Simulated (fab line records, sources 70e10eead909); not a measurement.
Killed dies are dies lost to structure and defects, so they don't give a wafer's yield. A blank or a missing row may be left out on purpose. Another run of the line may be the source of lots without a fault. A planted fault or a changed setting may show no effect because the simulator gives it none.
The tool behind it: which one? | flow nand harc | route of 1302 steps, sampled at 1 step: 12 lots, 36 wafers

## WHAT THE GAUGES READ, wafer by wafer
NHARC_A_M0_CD_MEAS_09 targets a cd of 80 nm.
lot  | measured     | on        | cd nm (nm)
L076 | day 23 03:23 | cd sem-02 | 79.1 79.8 79.0
L078 | day 23 15:41 | cd sem-02 | 79.1 79.7 79.7
L079 | day 24 00:31 | cd sem-02 | 80.2 80.7 79.9
L080 | day 24 19:05 | cd sem-03 | 78.4 79.2 78.2
L082 | day 26 04:21 | cd sem-01 | 78.3 78.5 78.8
L085 | day 26 17:42 | cd sem-01 | 79.2 78.8 79.2
L087 | day 27 23:38 | cd sem-03 | 79.2 80.7 79.7
L091 | day 28 20:21 | cd sem-02 | 78.4 79.7 79.4
L089 | day 29 04:20 | cd sem-02 | 78.6 79.3 80.2
L095 | day 30 21:08 | cd sem-02 | 79.4 79.4 79.0
L094 | day 31 02:25 | cd sem-02 | 79.5 80.4 80.4
L097 | day 33 07:08 | cd sem-01 | 79.6 79.9 78.8

## WHICH TOOL RAN EACH LOT (tool, then ch and the chambers of the sampled wafers, then the start)
No process step before these readings appears in the record.

## THE ANSWER, worked out from the rows above alone
Rule: usual is defined by the lots themselves. Put in order of their means at a reading, lots are off if they are a third of the lots or fewer, leave a main group of 4 or more, and stand apart from it by a gap of 3 or more times the standard deviation of the main group's means; of several such gaps the widest counts. Not used: any main group whose means are identical at the precision the tables above print for the reading. Also off: a lot with no number at a reading for which 4 or more lots have one. Any other lot the step has rows for is counted as sound.
No lot is off on any of the readings shown, so nothing can be concluded from this.

## WHAT THE SIMULATOR HAD PUT IN
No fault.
